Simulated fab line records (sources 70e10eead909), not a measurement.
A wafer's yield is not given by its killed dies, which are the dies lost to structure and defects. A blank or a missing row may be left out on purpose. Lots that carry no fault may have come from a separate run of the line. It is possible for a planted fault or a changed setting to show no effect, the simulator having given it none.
Struck lot and sound lot, side by side -- flow nand_harc -- 14 steps out of a route of 1159
Sound: wafers L167.1, L167.2, L167.6. The struck wafers were L164.1, L164.4, L164.5. At the end, the cause is stated.
Per side, at each step with rows, come the tool, then ch with its chambers, and then its first start. Under that, the readings that differ: sound wafers -- struck wafers -- difference of the means -- sigmas: that difference in standard deviations of wafers without a fault.
alike: words and numbers the same on both sides, and readings whose means are apart by under 2 such deviations; not compared: readings that were withheld, readings missing a value for some wafer, numbers with overlapping values and no deviation given by the record, and bounds like >300 which may hide the same value.
A row with sigmas, a row that says differs or no value, or rows on one side alone: a step with any of these is where the two part. Numbers that have no deviation but don't overlap get no sigmas and don't part them. A reading missing from all wafers of one side parts the sides only when that side holds two or more wafers.

first, 6 steps without rows for these wafers: NHARC_P_CONTACT_COAT_06 (resist thk 90 nm); NHARC_P_CONTACT_SOFTBAKE_07 (time 55 s); NHARC_P_CONTACT_EBR_08; NHARC_P_CONTACT_EXPOSE_09 (exposes mask P CA, target cd 90 nm); NHARC_P_CONTACT_PEB_10 (peb time 65 s); NHARC_P_CONTACT_DEVELOP_11 (develop time 35 s).
NHARC_P_CONTACT_CD_MEAS_12 targets a cd of 90 nm.
  sound on cd_sem-03 ch 0, day 9 13:31; struck on cd_sem-02 ch 0, day 8 01:50
  alike: cd_nm
NHARC_P_CONTACT_OVL_MEAS_13:
  sound: overlay-02 at day 9 13:36; struck: overlay-02 at day 8 01:55
  alike: overlay_x_nm, overlay_y_nm
NHARC_P_CONTACT_INSPECT_14:
  sound: defect_inspect-02 at day 9 13:38; struck: defect_inspect-01 at day 8 01:58
  alike: raw_defect_count
NHARC_P_CONTACT_DESCUM_17: chemistry O2, time 3 s.
  sound on rie_diel-02 ch 0,1,3, day 9 13:43; struck on rie_diel-02 ch 0,3, day 8 02:01
  alike: drypump_motor_current_A, mfc_ar_sccm, oes_product_au, rf_vpp_V, showerhead_plenum_p_Torr, throttle_valve_pct
  not compared: rf_hours_counter_h
NHARC_P_CONTACT_ETCH_35: etches the open film in CF4, target depth 39 nm, time 65 s.
  sound on rie_diel-02 ch 0,1,3, day 9 13:47; struck on rie_diel-02 ch 0,1, day 8 02:06
reading,sound,struck,difference,sigmas
oes_product_au (a.u.),0.998 1.012 1.005,0.994 0.978 0.987,-0.019,-2
  alike: bias_w, cf4_flow_sccm, drypump_motor_current_A, mfc_ar_sccm, rf_vpp_V, showerhead_plenum_p_Torr, throttle_valve_pct
  not compared: rf_hours_counter_h
NHARC_P_CONTACT_ETCH_36: etches the open film in N2/H2, target depth 260 nm, time 406.25 s.
  sound on rie_diel-02 ch 0,3; struck on rie_diel-02 ch 0,1,3
  alike: bias_w, chamber_pressure_mTorr, drypump_motor_current_A, mfc_ar_sccm, oes_product_au, rf_vpp_V, showerhead_plenum_p_Torr, throttle_valve_pct
  not compared: rf_hours_counter_h
NHARC_P_CONTACT_ETCH_18: etches the open film in C4F8/O2/Ar, target depth 481 nm, time 240.5 s.
  sound on rie_diel-02 ch 0,1,3, day 9 14:13; struck on rie_diel-02 ch 1,3, day 8 02:31
  no value came back on the struck wafers for bias_w (W), chamber_pressure_mTorr (mTorr), oes_product_au (a.u.), rf_vpp_V (V); on the sound wafers bias_w (W) reads 1501 1500 1507
  not compared: rf_hours_counter_h
then, 1 step without rows for these wafers: NHARC_P_CONTACT_STRIP_37 (strips in C4F8/O2/Ar).

## WHERE THEY PART
Earliest at NHARC_P_CONTACT_ETCH_35; latest, in this record, at NHARC_P_CONTACT_ETCH_18.

WHY: whatever the simulator had introduced
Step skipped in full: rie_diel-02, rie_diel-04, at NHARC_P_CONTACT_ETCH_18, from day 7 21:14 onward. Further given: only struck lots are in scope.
